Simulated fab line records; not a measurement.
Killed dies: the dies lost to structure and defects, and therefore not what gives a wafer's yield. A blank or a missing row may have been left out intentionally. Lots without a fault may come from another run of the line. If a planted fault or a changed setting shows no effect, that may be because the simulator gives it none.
What tool caused it?	flow nand harc	35 wafers from 12 lots sampled at 5 of the route's 1302 steps

WHAT EACH GAUGE READ, for each wafer
NHARC_END_SORT_01.
lot	measured	on	killed at array	killed at other	killed at periphery	killed dies	killed open	killed short
L810	day 28 12:23	prober-02	67 49 51	0 1 0	238 6 7	305 56 58	3 2 2	2 2 5
L813	day 29 03:23	prober-02	78 88 96	0 0 0	218 5 265	296 93 361	5 2 2	1 1 2

WHICH TOOL RAN EACH LOT (tool, then ch and the chambers of the sampled wafers, then the start)
lot	NHARC_P_CONTACT_ETCH_36	NHARC_P_CONTACT_ETCH_18	NHARC_P_CONTACT_ETCH_31	NHARC_P_CONTACT_CVD_23
L800	rie diel-03 ch 0,1,2, day 5 21:57 or earlier	rie diel-03 ch 0,2,3, day 5 21:57	rie diel-03 ch 0,1,3, no start	cvd w-01 ch 0,1, no start
L801	rie diel-03 ch 1,2, day 6 05:07 or earlier	rie diel-03 ch 0,1, day 6 05:07	rie diel-03 ch 0,1,2, no start	cvd w-01 ch 0,1, no start
L805	rie diel-12 ch 0,2,3, day 7 20:59 or earlier	rie diel-12 ch 0,1,2, day 7 20:59	rie diel-12 ch 2,3, no start	cvd w-02 ch 0,1, no start
L809	rie diel-12 ch 0, day 9 19:44 or earlier	rie diel-12 ch 0,3, day 9 19:44	rie diel-12 ch 2,3, no start	cvd w-01 ch 0,1, no start
L810	rie diel-12 ch 1,2, day 10 03:13 or earlier	rie diel-12 ch 0,2,3, day 10 03:13	rie diel-12 ch 0,1,3, day 28 12:23 or earlier	cvd w-01 ch 0, day 28 12:23 or earlier
L813	rie diel-12 ch 2,3, day 11 04:56 or earlier	rie diel-12 ch 0,1,3, day 11 04:56	rie diel-12 ch 0,2, day 29 03:23 or earlier	cvd w-01 ch 0,1, day 29 03:23 or earlier
L818	rie diel-03 ch 0,1,2, day 13 10:23 or earlier	rie diel-03 ch 0,1,2, day 13 10:23	rie diel-03 ch 0,1,3, no start	cvd w-02 ch 0,1, no start
L819	rie diel-07 ch 0,2,3, day 14 02:19 or earlier	rie diel-07 ch 0,1,2, day 14 02:19	rie diel-07 ch 0,1, no start	cvd w-01 ch 0,1, no start
L820	rie diel-12 ch 0,2,3, day 14 02:55 or earlier	rie diel-12 ch 1,2, day 14 02:55	rie diel-12 ch 0,2,3, no start	cvd w-02 ch 1, no start
L821	rie diel-07 ch 0,1,3, day 14 19:35 or earlier	rie diel-07 ch 0,2,3, day 14 19:35	rie diel-07 ch 1,2,3, no start	cvd w-02 ch 0,1, no start
L822	rie diel-12 ch 0,2,3, day 14 23:34 or earlier	rie diel-12 ch 0,1,2, day 14 23:34	rie diel-12 ch 2,3, no start	cvd w-02 ch 0,1, no start
L823	rie diel-12 ch 0,2,3, day 15 06:56 or earlier	rie diel-12 ch 0,1, day 15 06:56	rie diel-12 ch 0,1, no start	cvd w-01 ch 0,1, no start
- NHARC_P_CONTACT_ETCH_36: etches the open film in N2/H2, target depth 260 nm, time 406.25 s.
- NHARC_P_CONTACT_ETCH_18: etches the open film in C4F8/O2/Ar, target depth 481 nm, time 240.5 s.
- NHARC_P_CONTACT_ETCH_31: etches the open film in CH3F/O2, target depth 30 nm, time 85.7 s.
- NHARC_P_CONTACT_CVD_23: deposits W, target thk 200 nm, time 557 s.

AS READ BY THE TOOLS THEMSELVES (means over the sampled wafers that have a number; for cases with no such wafer, the mark the record gives instead)
NHARC_P_CONTACT_ETCH_36.
lot	tool	drypump motor current A (A)	oes product au (a.u.)	rf vpp V (V)	run length s (s)	showerhead plenum p Torr (Torr)	throttle valve pct (%)
L800	rie diel-03	5.8	0.995	429.8	427.4	2.03	14.168
L801	rie diel-03	6.0	0.996	430.4	427.6	2.06	14.168
L805	rie diel-12	5.7	0.996	432.2	428.0	2.09	14.161
L809	rie diel-12	6.2	1.014	434.5	427.9	2.15	14.175
L810	rie diel-12	6.1	0.996	433.7	428.0	2.16	14.172
L813	rie diel-12	5.4	0.998	430.5	427.8	2.04	14.169
L818	rie diel-03	5.8	1.005	430.7	427.7	2.03	14.172
L819	rie diel-07	5.9	0.995	431.9	427.6	2.07	14.179
L820	rie diel-12	5.7	1.007	431.6	427.8	2.09	14.169
L821	rie diel-07	6.0	0.994	428.8	427.8	2.01	14.165
L822	rie diel-12	5.7	1.004	432.9	427.8	2.09	14.166
L823	rie diel-12	5.7	1.007	432.4	427.9	2.08	14.174

NHARC_P_CONTACT_ETCH_18.
lot	tool	oes product au (a.u.)	rf vpp V (V)	run length s (s)
L800	rie diel-03	0.959	973	262.2
L801	rie diel-03	0.961	979	261.6
L805	rie diel-12	0.961	984	262.0
L809	rie diel-12	0.985	982	251.9
L810	rie diel-12	0.962	980	255.3
L813	rie diel-12	0.973	983	248.9
L818	rie diel-03	0.971	978	261.9
L819	rie diel-07	0.966	979	262.0
L820	rie diel-12	0.966	985	262.3
L821	rie diel-07	0.946	980	261.8
L822	rie diel-12	0.945	984	262.0
L823	rie diel-12	0.971	986	262.1

NHARC_P_CONTACT_ETCH_31.
lot	tool	drypump motor current A (A)	oes product au (a.u.)	rf vpp V (V)	run length s (s)	showerhead plenum p Torr (Torr)	throttle valve pct (%)
L800	rie diel-03	5.6	0.986	243.6	106.9	2.40	20.664
L801	rie diel-03	5.8	0.983	244.5	107.1	2.45	20.669
L805	rie diel-12	5.4	0.976	243.5	107.2	2.46	20.660
L809	rie diel-12	5.5	0.988	243.7	107.2	2.47	20.662
L810	rie diel-12	6.0	0.993	245.5	107.6	2.55	20.670
L813	rie diel-12	5.9	0.980	246.2	107.2	2.54	20.656
L818	rie diel-03	5.6	0.987	243.9	106.9	2.40	20.658
L819	rie diel-07	5.9	0.976	243.2	107.4	2.39	20.675
L820	rie diel-12	5.7	0.978	245.7	107.4	2.51	20.674
L821	rie diel-07	6.1	0.966	244.2	107.1	2.51	20.661
L822	rie diel-12	5.4	0.980	244.7	107.6	2.45	20.662
L823	rie diel-12	6.2	0.994	245.4	107.5	2.60	20.664

NHARC_P_CONTACT_CVD_23.
lot	tool	heater power w (W)	throttle valve pct (%)
L800	cvd w-01	484	7.91
L801	cvd w-01	495	7.79
L805	cvd w-02	449	8.18
L809	cvd w-01	468	7.71
L810	cvd w-01	430	7.66
L813	cvd w-01	456	7.80
L818	cvd w-02	459	7.88
L819	cvd w-01	460	7.90
L820	cvd w-02	445	7.76
L821	cvd w-02	471	7.73
L822	cvd w-02	456	7.87
L823	cvd w-01	487	7.84

THE ANSWER, worked out from the rows above alone
Rule: the usual values come from the lots themselves. Put in order of their means at a reading, lots are off if they are a third of the lots or fewer, leave a main group of 4 or more, and stand apart from it by a gap of 3 or more times the standard deviation of the main group's means; of several such gaps the widest counts. If all means in a main group match to the digits the tables above print for the reading, that group is not used. A lot without any number at a reading at which 4 lots or more have one is off too. The other lots that the step has rows for count as sound. First the gauges in route order, then the tools' own readings, where a lot's mean is used as printed above. The first step at which some lot is off is used, and at that step the reading that is off furthest; a lot without a number counts as furthest.
Off: L809, L810, L813, at NHARC_P_CONTACT_ETCH_18 (run length s). Main group: mean 262.0 s, sd 0.2.
A tool fits if, at that step or a process step before it, it ran every lot that is off, and no sound lot after the first of them. NHARC_P_CONTACT_ETCH_36 gives no start for some lots, so the hours and the order of its lots are those of NHARC_P_CONTACT_ETCH_18. Not one of the candidates tried fits.

WHAT HAD BEEN PUT IN BY THE SIMULATOR
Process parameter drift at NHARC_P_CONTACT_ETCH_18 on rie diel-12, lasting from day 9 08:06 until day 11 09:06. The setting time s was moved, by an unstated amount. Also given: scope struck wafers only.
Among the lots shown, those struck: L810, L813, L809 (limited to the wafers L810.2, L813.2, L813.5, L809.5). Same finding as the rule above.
